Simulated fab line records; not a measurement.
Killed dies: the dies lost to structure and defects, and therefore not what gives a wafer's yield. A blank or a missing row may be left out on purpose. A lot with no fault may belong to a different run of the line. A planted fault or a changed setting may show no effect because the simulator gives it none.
Which tool is to blame? + flow nand_harc + 72 wafers from 24 lots sampled at 6 of the route's 1159 steps

## WHAT EACH GAUGE READ, for each wafer
No reading from a measuring or inspecting step in the record can be judged against a usual standard deviation.

## WHAT TOOL EACH LOT RAN ON (gives the tool, then ch and the chambers of the sampled wafers, and finally the start)
| lot  | NHARC_A_STAIRCASE_DESCUM_291       | NHARC_A_STAIRCASE_ETCH_292         | NHARC_A_STAIRCASE_STRIP_476        | NHARC_A_STAIRCASE_DEP_417       | NHARC_A_STAIRCASE_CMP_450     | NHARC_A_STAIRCASE_ETCHBACK_422     |
|------|------------------------------------|------------------------------------|------------------------------------|---------------------------------|-------------------------------|------------------------------------|
| L074 | rie_diel-04 ch 0,1,2, day 11 12:31 | rie_diel-04 ch 0,1,3, day 11 12:35 | rie_diel-08 ch 1,2, day 11 21:46   | pecvd-04 ch 0,2, day 11 21:53   | cmp-02 ch 0,3, day 13 14:13   | rie_diel-01 ch 0,3, day 13 14:45   |
| L077 | rie_diel-08 ch 0,3, day 11 22:17   | rie_diel-08 ch 1,2, day 11 22:28   | rie_diel-08 ch 1,3, day 12 10:45   | pecvd-04 ch 1,2, day 12 10:56   | cmp-01 ch 0,1,2, day 14 05:13 | rie_diel-04 ch 2,3, day 14 05:46   |
| L075 | rie_diel-08 ch 0,2,3, day 12 04:05 | rie_diel-08 ch 0,1,2, day 12 04:13 | rie_diel-01 ch 0,1,3, day 12 16:16 | pecvd-02 ch 0,1, day 12 16:25   | cmp-02 ch 0,1, day 14 06:49   | rie_diel-08 ch 1,3, day 14 07:25   |
| L076 | rie_diel-04 ch 0,1,2, day 12 06:34 | rie_diel-04 ch 0,1, day 12 06:46   | rie_diel-01 ch 0,1, day 12 17:45   | pecvd-02 ch 1,2, day 12 17:51   | cmp-02 ch 0,1,3, day 14 05:25 | rie_diel-04 ch 0,1,2, day 14 05:57 |
| L078 | rie_diel-04 ch 0,1, day 12 07:55   | rie_diel-04 ch 0,1,2, day 12 08:49 | rie_diel-04 ch 1,2, day 12 19:02   | pecvd-01 ch 0,1, day 12 19:14   | cmp-03 ch 0,1, day 14 07:19   | rie_diel-04 ch 0,2,3, day 14 07:52 |
| L079 | rie_diel-08 ch 1,2,3, day 12 16:10 | rie_diel-08 ch 0,1,2, day 12 16:16 | rie_diel-01 ch 0,2, day 13 02:59   | pecvd-02 ch 0,1, day 13 03:05   | cmp-01 ch 1,2, day 14 19:17   | rie_diel-08 ch 0,2, day 14 19:50   |
| L080 | rie_diel-01 ch 0,1,2, day 12 17:19 | rie_diel-01 ch 1,2,3, day 12 17:24 | rie_diel-01 ch 0,1,2, day 13 04:48 | pecvd-04 ch 0,1,2, day 13 05:08 | cmp-02 ch 0,1,3, day 14 19:01 | rie_diel-08 ch 0,1,2, day 14 19:32 |
| L082 | rie_diel-01 ch 2,3, day 13 07:53   | rie_diel-01 ch 0,2, day 13 07:58   | rie_diel-01 ch 1,2, day 13 17:04   | pecvd-02 ch 1,2, day 13 17:10   | cmp-03 ch 0,1,3, day 15 10:52 | rie_diel-04 ch 0,2,3, day 15 11:26 |
| L081 | rie_diel-08 ch 2,3, day 13 09:04   | rie_diel-08 ch 0,1,2, day 13 09:09 | rie_diel-01 ch 0,2,3, day 13 21:34 | pecvd-02 ch 0,1, day 13 21:45   | cmp-02 ch 0,2,3, day 15 10:35 | rie_diel-01 ch 2,3, day 15 11:08   |
| L084 | rie_diel-01 ch 1,3, day 13 19:28   | rie_diel-01 ch 0,1,2, day 13 19:33 | rie_diel-08 ch 0,1,2, day 14 05:28 | pecvd-04 ch 1,2, day 14 05:48   | cmp-01 ch 0,2, day 16 02:12   | rie_diel-01 ch 1,3, day 16 02:44   |
| L083 | rie_diel-04 ch 2,3, day 13 22:19   | rie_diel-04 ch 0,2, day 13 22:25   | rie_diel-04 ch 0,1,3, day 14 09:36 | pecvd-02 ch 0,1, day 14 09:44   | cmp-01 ch 0,3, day 16 04:31   | rie_diel-08 ch 0,1,3, day 16 05:04 |
| L087 | rie_diel-08 ch 0,2,3, day 14 21:37 | rie_diel-08 ch 0,2,3, day 14 21:43 | rie_diel-01 ch 1,2,3, day 15 07:24 | pecvd-01 ch 1,2, day 15 07:40   | cmp-02 ch 0,1, day 16 21:53   | rie_diel-08 ch 2,3, day 16 22:26   |
| L086 | rie_diel-04 ch 0,1,2, day 14 23:38 | rie_diel-04 ch 0,1,2, day 14 23:49 | rie_diel-04 ch 0,1,3, day 15 09:04 | pecvd-01 ch 0,2, day 15 09:11   | cmp-01 ch 1,2,3, day 16 22:02 | rie_diel-01 ch 0,2,3, day 16 22:34 |
| L088 | rie_diel-08 ch 0,1,2, day 15 00:53 | rie_diel-08 ch 2,3, day 15 00:58   | rie_diel-01 ch 0,2, day 15 11:28   | pecvd-04 ch 1,2, day 15 11:34   | cmp-03 ch 0,2, day 17 06:35   | rie_diel-08 ch 0,2,3, day 17 07:11 |
| L085 | rie_diel-01 ch 1,3, day 15 01:27   | rie_diel-01 ch 0,2,3, day 15 01:32 | rie_diel-01 ch 0,1,3, day 15 12:01 | pecvd-02 ch 0,2, day 15 12:07   | cmp-01 ch 1,3, day 17 07:00   | rie_diel-04 ch 0,1,2, day 17 07:34 |
| L089 | rie_diel-04 ch 1,2,3, day 15 03:24 | rie_diel-04 ch 0,2,3, day 15 03:32 | rie_diel-08 ch 0,2,3, day 15 14:28 | pecvd-01 ch 0,1,2, day 15 14:36 | cmp-01 ch 0,2, day 17 06:50   | rie_diel-08 ch 1,2, day 17 07:23   |
| L090 | rie_diel-04 ch 0,2,3, day 15 11:37 | rie_diel-04 ch 1,3, day 15 11:43   | rie_diel-01 ch 0,1,3, day 15 23:58 | pecvd-01 ch 1,2, day 16 00:29   | cmp-03 ch 0,2,3, day 17 18:25 | rie_diel-08 ch 0,1,2, day 17 18:58 |
| L091 | rie_diel-01 ch 0,1, day 15 16:22   | rie_diel-01 ch 1,3, day 15 16:28   | rie_diel-04 ch 0,2,3, day 16 04:59 | pecvd-01 ch 0,1, day 16 05:09   | cmp-03 ch 1,2, day 17 18:34   | rie_diel-01 ch 0,3, day 17 19:06   |
| L092 | rie_diel-08 ch 0,3, day 15 16:49   | rie_diel-08 ch 0,2, day 15 16:54   | rie_diel-01 ch 0,2,3, day 16 04:19 | pecvd-01 ch 0,1, day 16 04:24   | cmp-01 ch 0,1,3, day 17 18:04 | rie_diel-08 ch 1,3, day 17 18:36   |
| L093 | rie_diel-08 ch 1,2,3, day 16 06:13 | rie_diel-08 ch 0,1,3, day 16 06:17 | rie_diel-08 ch 0,1,3, day 16 15:45 | pecvd-02 ch 0,1, day 16 15:53   | cmp-03 ch 0,1,3, day 18 06:01 | rie_diel-01 ch 0,1,2, day 18 06:32 |
| L094 | rie_diel-01 ch 1,2,3, day 16 10:59 | rie_diel-01 ch 1,2,3, day 16 11:04 | rie_diel-04 ch 2,3, day 17 00:35   | pecvd-02 ch 0,1,2, day 17 00:52 | cmp-01 ch 1,2,3, day 18 19:46 | rie_diel-01 ch 0,1,3, day 18 20:19 |
| L095 | rie_diel-08 ch 0,1,3, day 16 13:21 | rie_diel-08 ch 0,3, day 16 13:25   | rie_diel-04 ch 0,1, day 17 00:56   | pecvd-01 ch 0,1, day 17 01:12   | cmp-01 ch 1,2, day 18 20:01   | rie_diel-01 ch 1,2, day 18 20:32   |
| L097 | rie_diel-01 ch 0,2,3, day 17 05:02 | rie_diel-01 ch 1,3, day 17 05:07   | rie_diel-04 ch 1,2,3, day 17 14:10 | pecvd-02 ch 0,1,2, day 17 14:22 | cmp-01 ch 0,1, day 19 08:43   | rie_diel-01 ch 0,1, day 19 09:16   |
| L096 | rie_diel-08 ch 0,2,3, day 17 13:14 | rie_diel-08 ch 2,3, day 17 13:19   | rie_diel-04 ch 0,2, day 17 22:45   | pecvd-02 ch 0,1,2, day 17 22:56 | cmp-03 ch 0,2,3, day 19 16:50 | rie_diel-08 ch 1,3, day 19 17:22   |
- NHARC_A_STAIRCASE_DESCUM_291: chemistry O2, time 3 s.
- NHARC_A_STAIRCASE_ETCH_292: etches the open film in CF4/CHF3.
- NHARC_A_STAIRCASE_STRIP_476: strips in O2, time 20 s.
- NHARC_A_STAIRCASE_DEP_417: deposits Si3N4, target thk 60 nm.
- NHARC_A_STAIRCASE_CMP_450: polishes SiO2, target thk 200 nm.
- NHARC_A_STAIRCASE_ETCHBACK_422: etches the open film in CH3F/O2, target depth 40 nm, time 74.286 s.

## AS READ BY THE TOOLS THEMSELVES (means over the sampled wafers that have a number; for cases with no such wafer, the mark the record gives instead)
NHARC_A_STAIRCASE_DESCUM_291. Usual: drypump_motor_current_A 5.6 A, standard deviation 0.5; oes_product_au 0.998 a.u., standard deviation 0.0069; rf_vpp_V 57.7 V, standard deviation 0.95; showerhead_plenum_p_Torr 1.89 Torr, standard deviation 0.094; throttle_valve_pct 11.311 %, standard deviation 0.0092.
| lot  | tool        | drypump_motor_current_A (A) | oes_product_au (a.u.) | rf_vpp_V (V) | showerhead_plenum_p_Torr (Torr) | throttle_valve_pct (%) | flag |
|------|-------------|-----------------------------|-----------------------|--------------|---------------------------------|------------------------|------|
| L074 | rie_diel-04 | 5.4                         | 0.989                 | 57.9         | 1.92                            | 11.314                 |      |
| L077 | rie_diel-08 | 5.6                         | 0.998                 | 57.3         | 1.78                            | 11.315                 |      |
| L075 | rie_diel-08 | 5.5                         | 0.994                 | 57.8         | 1.88                            | 11.313                 |      |
| L076 | rie_diel-04 | 5.4                         | 0.996                 | 57.5         | 1.92                            | 11.312                 |      |
| L078 | rie_diel-04 | 5.3                         | 0.995                 | 57.9         | 1.92                            | 11.319                 |      |
| L079 | rie_diel-08 | 5.7                         | 1.008                 | 57.6         | 1.90                            | 11.305                 |      |
| L080 | rie_diel-01 | 5.4                         | 0.994                 | 57.2         | 1.91                            | 11.311                 |      |
| L082 | rie_diel-01 | 5.0                         | 1.004                 | 58.1         | 1.96                            | 11.312                 |      |
| L081 | rie_diel-08 | 5.3                         | 1.004                 | 57.9         | 1.96                            | 11.312                 |      |
| L084 | rie_diel-01 | 5.3                         | 0.991                 | 58.5         | 1.93                            | 11.299                 |      |
| L083 | rie_diel-04 | 6.3                         | 0.995                 | 57.8         | 1.85                            | 11.303                 |      |
| L087 | rie_diel-08 | 5.5                         | 0.999                 | 57.4         | 1.87                            | 11.319                 |      |
| L086 | rie_diel-04 | 5.4                         | 1.002                 | 57.3         | 1.91                            | 11.304                 |      |
| L088 | rie_diel-08 | 5.8                         | 1.000                 | 58.4         | 1.89                            | 11.307                 |      |
| L085 | rie_diel-01 | 5.4                         | 1.001                 | 58.3         | 1.87                            | 11.305                 |      |
| L089 | rie_diel-04 | 5.7                         | 0.999                 | 57.5         | 1.87                            | 11.313                 |      |
| L090 | rie_diel-04 | 6.0                         | 0.991                 | 57.4         | 1.89                            | 11.319                 |      |
| L091 | rie_diel-01 | 5.7                         | 0.995                 | 57.1         | 1.93                            | 11.297                 |      |
| L092 | rie_diel-08 | 5.6                         | 0.993                 | 57.6         | 1.77                            | 11.316                 |      |
| L093 | rie_diel-08 | 5.7                         | 1.006                 | 57.7         | 1.88                            | 11.309                 |      |
| L094 | rie_diel-01 | 5.2                         | 0.991                 | 57.7         | 1.91                            | 11.315                 |      |
| L095 | rie_diel-08 | 5.9                         | 1.002                 | 57.2         | 1.79                            | 11.314                 |      |
| L097 | rie_diel-01 | 5.3                         | 1.003                 | 57.4         | 1.97                            | 11.311                 |      |
| L096 | rie_diel-08 | 5.5                         | 1.001                 | 58.2         | 1.86                            | 11.302                 |      |

NHARC_A_STAIRCASE_ETCH_292. Usual: drypump_motor_current_A 5.6 A, standard deviation 0.49; oes_product_au 0.949 a.u., standard deviation 0.022; rf_vpp_V 370.2 V, standard deviation 2.6; showerhead_plenum_p_Torr 1.56 Torr, standard deviation 0.071; throttle_valve_pct 16.801 %, standard deviation 0.0097.
| lot  | tool        | drypump_motor_current_A (A) | oes_product_au (a.u.) | rf_vpp_V (V) | showerhead_plenum_p_Torr (Torr) | throttle_valve_pct (%) | flag |
|------|-------------|-----------------------------|-----------------------|--------------|---------------------------------|------------------------|------|
| L074 | rie_diel-04 | 5.9                         | 0.954                 | 370.6        | 1.56                            | 16.807                 |      |
| L077 | rie_diel-08 | 6.0                         | 0.919                 | 371.3        | 1.58                            | 16.794                 |      |
| L075 | rie_diel-08 | 5.8                         | 0.948                 | 370.5        | 1.57                            | 16.798                 |      |
| L076 | rie_diel-04 | 5.3                         | 0.927                 | 370.8        | 1.58                            | 16.793                 |      |
| L078 | rie_diel-04 | 5.4                         | 0.911                 | 370.3        | 1.58                            | 16.800                 |      |
| L079 | rie_diel-08 | 5.8                         | 0.943                 | 370.0        | 1.56                            | 16.799                 |      |
| L080 | rie_diel-01 | 5.2                         | 0.971                 | 370.9        | 1.58                            | 16.806                 |      |
| L082 | rie_diel-01 | 5.1                         | 0.926                 | 372.7        | 1.61                            | 16.804                 |      |
| L081 | rie_diel-08 | 5.8                         | 0.970                 | 370.2        | 1.56                            | 16.793                 |      |
| L084 | rie_diel-01 | 5.4                         | 0.968                 | 370.4        | 1.57                            | 16.800                 |      |
| L083 | rie_diel-04 | 5.6                         | 0.965                 | 370.8        | 1.58                            | 16.797                 |      |
| L087 | rie_diel-08 | 5.5                         | 0.971                 | 369.9        | 1.54                            | 16.804                 |      |
| L086 | rie_diel-04 | 5.4                         | 0.946                 | 371.6        | 1.57                            | 16.799                 |      |
| L088 | rie_diel-08 | 5.3                         | 0.932                 | 371.6        | 1.61                            | 16.803                 |      |
| L085 | rie_diel-01 | 5.3                         | 0.967                 | 372.2        | 1.62                            | 16.801                 |      |
| L089 | rie_diel-04 | 6.0                         | 0.955                 | 370.2        | 1.55                            | 16.806                 |      |
| L090 | rie_diel-04 | 5.6                         | 0.929                 | 369.7        | 1.54                            | 16.802                 |      |
| L091 | rie_diel-01 | 5.4                         | 0.921                 | 369.7        | 1.53                            | 16.786                 |      |
| L092 | rie_diel-08 | 5.7                         | 0.956                 | 369.0        | 1.54                            | 16.803                 |      |
| L093 | rie_diel-08 | 5.9                         | 0.930                 | 367.0        | 1.48                            | 16.801                 |      |
| L094 | rie_diel-01 | 5.1                         | 0.968                 | 370.5        | 1.57                            | 16.796                 |      |
| L095 | rie_diel-08 | 5.6                         | 0.967                 | 367.6        | 1.46                            | 16.813                 |      |
| L097 | rie_diel-01 | 5.3                         | 0.975                 | 371.3        | 1.58                            | 16.808                 |      |
| L096 | rie_diel-08 | 5.3                         | 0.977                 | 372.0        | 1.60                            | 16.801                 |      |

NHARC_A_STAIRCASE_STRIP_476. Usual: drypump_motor_current_A 5.5 A, standard deviation 0.52; oes_product_au 0.998 a.u., standard deviation 0.0065; rf_vpp_V 57.8 V, standard deviation 0.89; showerhead_plenum_p_Torr 3.51 Torr, standard deviation 0.14; throttle_valve_pct 17.036 %, standard deviation 0.0086.
| lot  | tool        | drypump_motor_current_A (A) | oes_product_au (a.u.) | rf_vpp_V (V) | showerhead_plenum_p_Torr (Torr) | throttle_valve_pct (%) | flag |
|------|-------------|-----------------------------|-----------------------|--------------|---------------------------------|------------------------|------|
| L074 | rie_diel-08 | 5.6                         | 0.990                 | 58.7         | 3.66                            | 17.036                 |      |
| L077 | rie_diel-08 | 6.1                         | 0.994                 | 58.6         | 3.39                            | 17.044                 |      |
| L075 | rie_diel-01 | 5.5                         | 0.998                 | 57.7         | 3.56                            | 17.024                 |      |
| L076 | rie_diel-01 | 5.6                         | 0.988                 | 57.2         | 3.45                            | 17.031                 |      |
| L078 | rie_diel-04 | 5.1                         | 0.998                 | 58.2         | 3.50                            | 17.033                 |      |
| L079 | rie_diel-01 | 5.1                         | 0.991                 | 57.7         | 3.61                            | 17.039                 |      |
| L080 | rie_diel-01 | 5.4                         | 0.992                 | 57.4         | 3.53                            | 17.032                 |      |
| L082 | rie_diel-01 | 5.3                         | 0.995                 | 57.3         | 3.42                            | 17.031                 |      |
| L081 | rie_diel-01 | 5.3                         | 0.992                 | 58.0         | 3.64                            | 17.043                 |      |
| L084 | rie_diel-08 | 5.8                         | 0.998                 | 58.2         | 3.50                            | 17.047                 |      |
| L083 | rie_diel-04 | 5.9                         | 1.004                 | 57.3         | 3.49                            | 17.034                 |      |
| L087 | rie_diel-01 | 5.2                         | 0.992                 | 57.1         | 3.52                            | 17.035                 |      |
| L086 | rie_diel-04 | 5.9                         | 1.001                 | 58.0         | 3.48                            | 17.030                 |      |
| L088 | rie_diel-01 | 5.1                         | 0.997                 | 58.0         | 3.60                            | 17.029                 |      |
| L085 | rie_diel-01 | 5.5                         | 0.995                 | 58.2         | 3.55                            | 17.040                 |      |
| L089 | rie_diel-08 | 5.5                         | 1.002                 | 57.5         | 3.45                            | 17.027                 |      |
| L090 | rie_diel-01 | 5.5                         | 1.001                 | 57.6         | 3.55                            | 17.040                 |      |
| L091 | rie_diel-04 | 6.0                         | 1.002                 | 57.6         | 3.48                            | 17.042                 |      |
| L092 | rie_diel-01 | 5.3                         | 1.004                 | 58.2         | 3.63                            | 17.032                 |      |
| L093 | rie_diel-08 | 5.9                         | 1.003                 | 57.1         | 3.33                            | 17.029                 |      |
| L094 | rie_diel-04 | 5.8                         | 0.998                 | 57.5         | 3.44                            | 17.028                 |      |
| L095 | rie_diel-04 | 5.6                         | 1.002                 | 57.8         | 3.55                            | 17.026                 |      |
| L097 | rie_diel-04 | 5.7                         | 1.007                 | 57.9         | 3.44                            | 17.038                 |      |
| L096 | rie_diel-04 | 5.6                         | 0.998                 | 57.9         | 3.51                            | 17.032                 |      |

NHARC_A_STAIRCASE_DEP_417. Usual: heater_power_w 761 W, standard deviation 150.
| lot  | tool     | heater_power_w (W) | flag |
|------|----------|--------------------|------|
| L074 | pecvd-04 | 618                |      |
| L077 | pecvd-04 | 695                |      |
| L075 | pecvd-02 | 637                |      |
| L076 | pecvd-02 | 799                |      |
| L078 | pecvd-01 | 914                |      |
| L079 | pecvd-02 | 707                |      |
| L080 | pecvd-04 | 705                |      |
| L082 | pecvd-02 | 886                |      |
| L081 | pecvd-02 | 683                |      |
| L084 | pecvd-04 | 752                |      |
| L083 | pecvd-02 | 648                |      |
| L087 | pecvd-01 | 651                |      |
| L086 | pecvd-01 | 836                |      |
| L088 | pecvd-04 | 624                |      |
| L085 | pecvd-02 | 827                |      |
| L089 | pecvd-01 | 766                |      |
| L090 | pecvd-01 | 597                |      |
| L091 | pecvd-01 | 860                |      |
| L092 | pecvd-01 | 902                |      |
| L093 | pecvd-02 | 691                |      |
| L094 | pecvd-02 | 836                |      |
| L095 | pecvd-01 | 826                |      |
| L097 | pecvd-02 | 787                |      |
| L096 | pecvd-02 | 827                |      |

NHARC_A_STAIRCASE_CMP_450. Usual: motor_current_A 12.6 A, standard deviation 1.4.
| lot  | tool   | motor_current_A (A) | flag |
|------|--------|---------------------|------|
| L074 | cmp-02 | 11.9                |      |
| L077 | cmp-01 | 13.6                |      |
| L075 | cmp-02 | 13.2                |      |
| L076 | cmp-02 | 12.8                |      |
| L078 | cmp-03 | 10.7                |      |
| L079 | cmp-01 | 12.4                |      |
| L080 | cmp-02 | 13.1                |      |
| L082 | cmp-03 | 11.7                |      |
| L081 | cmp-02 | 12.7                |      |
| L084 | cmp-01 | 14.1                |      |
| L083 | cmp-01 | 12.4                |      |
| L087 | cmp-02 | 14.0                |      |
| L086 | cmp-01 | 12.2                |      |
| L088 | cmp-03 | 12.1                |      |
| L085 | cmp-01 | 11.1                |      |
| L089 | cmp-01 | 13.5                |      |
| L090 | cmp-03 | 12.2                |      |
| L091 | cmp-03 | 12.4                |      |
| L092 | cmp-01 | 12.7                |      |
| L093 | cmp-03 | 12.0                |      |
| L094 | cmp-01 | 12.3                |      |
| L095 | cmp-01 | 12.7                |      |
| L097 | cmp-01 | 13.6                |      |
| L096 | cmp-03 | 12.4                |      |

NHARC_A_STAIRCASE_ETCHBACK_422. Usual: drypump_motor_current_A 5.6 A, standard deviation 0.52; oes_product_au 0.97 a.u., standard deviation 0.036; rf_vpp_V 244.0 V, standard deviation 1.8; showerhead_plenum_p_Torr 2.43 Torr, standard deviation 0.12; throttle_valve_pct 20.663 %, standard deviation 0.0093.
| lot  | tool        | drypump_motor_current_A (A) | oes_product_au (a.u.) | rf_vpp_V (V) | showerhead_plenum_p_Torr (Torr) | throttle_valve_pct (%) | flag |
|------|-------------|-----------------------------|-----------------------|--------------|---------------------------------|------------------------|------|
| L074 | rie_diel-01 | 5.6                         | 0.92                  | 245.2        | 2.56                            | 20.655                 |      |
| L077 | rie_diel-04 | 6.3                         | 1.00                  | 243.6        | 2.38                            | 20.663                 |      |
| L075 | rie_diel-08 | 6.1                         | 1.01                  | 241.6        | 2.35                            | 20.668                 |      |
| L076 | rie_diel-04 | 5.4                         | 1.01                  | 244.7        | 2.46                            | 20.660                 |      |
| L078 | rie_diel-04 | 6.0                         | 1.00                  | 243.2        | 2.43                            | 20.661                 |      |
| L079 | rie_diel-08 | 5.7                         | 1.00                  | 243.4        | 2.40                            | 20.666                 |      |
| L080 | rie_diel-08 | 5.8                         | 1.00                  | 244.5        | 2.43                            | 20.664                 |      |
| L082 | rie_diel-04 | 6.0                         | 0.97                  | 244.0        | 2.43                            | 20.660                 |      |
| L081 | rie_diel-01 | 5.0                         | 1.00                  | 245.0        | 2.51                            | 20.665                 |      |
| L084 | rie_diel-01 | 5.3                         | 1.00                  | 243.7        | 2.48                            | 20.670                 |      |
| L083 | rie_diel-08 | 5.9                         | 1.01                  | 243.0        | 2.31                            | 20.669                 |      |
| L087 | rie_diel-08 | 5.3                         | 0.93                  | 244.8        | 2.51                            | 20.657                 |      |
| L086 | rie_diel-01 | 5.2                         | 0.93                  | 245.4        | 2.53                            | 20.657                 |      |
| L088 | rie_diel-08 | 5.5                         | 1.00                  | 242.5        | 2.39                            | 20.661                 |      |
| L085 | rie_diel-04 | 5.4                         | 1.01                  | 244.6        | 2.45                            | 20.670                 |      |
| L089 | rie_diel-08 | 5.6                         | 0.93                  | 245.8        | 2.54                            | 20.658                 |      |
| L090 | rie_diel-08 | 5.8                         | 0.92                  | 243.6        | 2.42                            | 20.667                 |      |
| L091 | rie_diel-01 | 5.6                         | 1.00                  | 246.2        | 2.54                            | 20.666                 |      |
| L092 | rie_diel-08 | 6.1                         | 0.99                  | 242.4        | 2.34                            | 20.652                 |      |
| L093 | rie_diel-01 | 5.4                         | 0.92                  | 244.7        | 2.44                            | 20.656                 |      |
| L094 | rie_diel-01 | 5.5                         | 0.98                  | 244.1        | 2.47                            | 20.662                 |      |
| L095 | rie_diel-01 | 5.3                         | 0.93                  | 243.8        | 2.37                            | 20.654                 |      |
| L097 | rie_diel-01 | 5.7                         | 1.00                  | 244.8        | 2.46                            | 20.669                 |      |
| L096 | rie_diel-08 | 6.1                         | 0.93                  | 242.6        | 2.33                            | 20.668                 |      |

## THE ANSWER, worked out from the rows above alone
Rule: a lot is off if the mean of its wafers that have a number lies more than 3 standard deviations from the usual mean. A lot without any number at a reading at which 4 lots or more have one is off too. The other lots that the step has rows for count as sound. The gauges are gone through in route order, then the tools' own readings, and for those a lot's mean is taken as printed above. The first step at which some lot is off is used, and at that step the reading that is off furthest; a lot without a number counts as furthest.
No lot is off at any reading shown: from this, nothing can be told.

## WHAT HAD BEEN PUT IN BY THE SIMULATOR
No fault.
